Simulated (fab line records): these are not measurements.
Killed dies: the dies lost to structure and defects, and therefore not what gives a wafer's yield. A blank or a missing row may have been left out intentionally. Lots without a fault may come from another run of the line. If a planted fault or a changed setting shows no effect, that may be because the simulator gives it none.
Struck lot and sound lot, side by side    flow nandHarc    14 steps out of a route of 1302
Sound: wafers L333.2, L333.4, L333.6. Struck: wafer L345.3 (L345.1, L345.5, from the same lot, were not struck and are left out); the cause is given at the end.
For every step that has rows: the tool of each side, followed by ch and its chambers, followed by its first start. Under that, the readings that differ: sound wafers    struck wafers    difference of the means    sigmas: that difference in standard deviations of wafers without a fault.
alike: readings whose means differ by less than 2 such deviations, and words and numbers that are the same on both sides. not compared: withheld readings, readings that some wafer has no value for, bounds like >300 that may hide the same value, and numbers for which the record gives no deviation and whose values overlap.
Wherever a step has rows on one side only, a row that says differs or no value, or a row with sigmas, the two part there. Numbers that don't overlap but have no deviation are shown without sigmas and don't part them. Lack of a reading on every wafer of one side parts them only where that side has two or more wafers.

first, 4 steps without rows for these wafers: NHARC_A_BONDPAD_EBR_05; NHARC_A_BONDPAD_EXPOSE_06 (exposes mask A BPAD); NHARC_A_BONDPAD_PEB_07 (peb time 80 s); NHARC_A_BONDPAD_DEVELOP_08 (time 50 s).
NHARC_A_BONDPAD_CD_MEAS_09 targets a cd of 500 nm.
  sound on cdSem-02 ch 0, day 24 21:14; struck on cdSem-03 ch 0, day 30 17:31
  alike: cdNm
NHARC_A_BONDPAD_OVL_MEAS_35:
  sound on overlay-02 at day 24 21:19; struck on overlay-01 at day 30 17:37
  alike: overlayXNm, overlayYNm
then, 1 step without rows for these wafers: NHARC_A_BONDPAD_HARDBAKE_10 (time 65 s).
NHARC_A_BONDPAD_DESCUM_11: chemistry O2, time 3 s.
  sound on rieDiel-09 ch 0,2, day 24 21:27; struck on rieDiel-08 ch 3, day 30 17:44
  alike: drypumpMotorCurrentA, oesProductAu, rfVppV, showerheadPlenumPTorr, throttleValvePct
  not compared: rfHoursCounterH
NHARC_A_BONDPAD_ETCH_34: etches the open film in N2/H2, target depth 60 nm, overetch 18 nm, time 65.91 s.
  sound on rieDiel-09 ch 1,2,3, day 24 21:32; struck on rieDiel-08 ch 0, day 30 17:49
  alike: drypumpMotorCurrentA, oesProductAu, rfVppV, runLengthS, showerheadPlenumPTorr, throttleValvePct
  not compared: rfHoursCounterH
NHARC_A_BONDPAD_ETCH_12: etches the open film in CHF3/O2, target depth 220 nm, time 110 s.
  sound: rieDiel-09 ch 0,2,3; struck: rieDiel-08 ch 2
  alike: drypumpMotorCurrentA, oesProductAu, rfVppV, runLengthS, showerheadPlenumPTorr, throttleValvePct
  not compared: rfHoursCounterH
NHARC_A_BONDPAD_CD_MEAS_13:
  sound on cdSem-01 at day 24 21:46; struck on cdSem-02 at day 30 18:03
  alike: cdNm
NHARC_A_BONDPAD_STRIP_15: strips in O2.
  sound on rieDiel-07 ch 2,3, day 24 21:50; struck on rieDiel-07 ch 3, day 30 18:10
  alike: drypumpMotorCurrentA, oesProductAu, rfVppV, showerheadPlenumPTorr, throttleValvePct
  not compared: rfHoursCounterH
NHARC_A_BONDPAD_ETCH_24: etches the open film in CF4/N2, target depth 30 nm, time 72.99 s.
  sound on rieDiel-07 ch 0,1, day 24 21:59; struck on rieDiel-07 ch 0, day 30 18:17
reading               sound                 struck  difference  sigmas
runLengthS (s)        94.0 93.9 94.2        74.5    -19.5       -43
throttleValvePct (%)  19.797 19.793 19.781  19.810  +0.020      +2
  alike: drypumpMotorCurrentA, oesProductAu, rfVppV, showerheadPlenumPTorr
  not compared: rfHoursCounterH
then, 1 step without rows for these wafers: NHARC_A_BONDPAD_STRIP_16 (strips in post etch residue remover, time 600 s).

WHERE THEY PART
At NHARC_A_BONDPAD_ETCH_24 and nowhere else, as far as this record goes.

WHY: what had been put in by the simulator
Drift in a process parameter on rieDiel-07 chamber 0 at NHARC_A_BONDPAD_ETCH_24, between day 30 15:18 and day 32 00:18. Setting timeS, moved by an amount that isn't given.
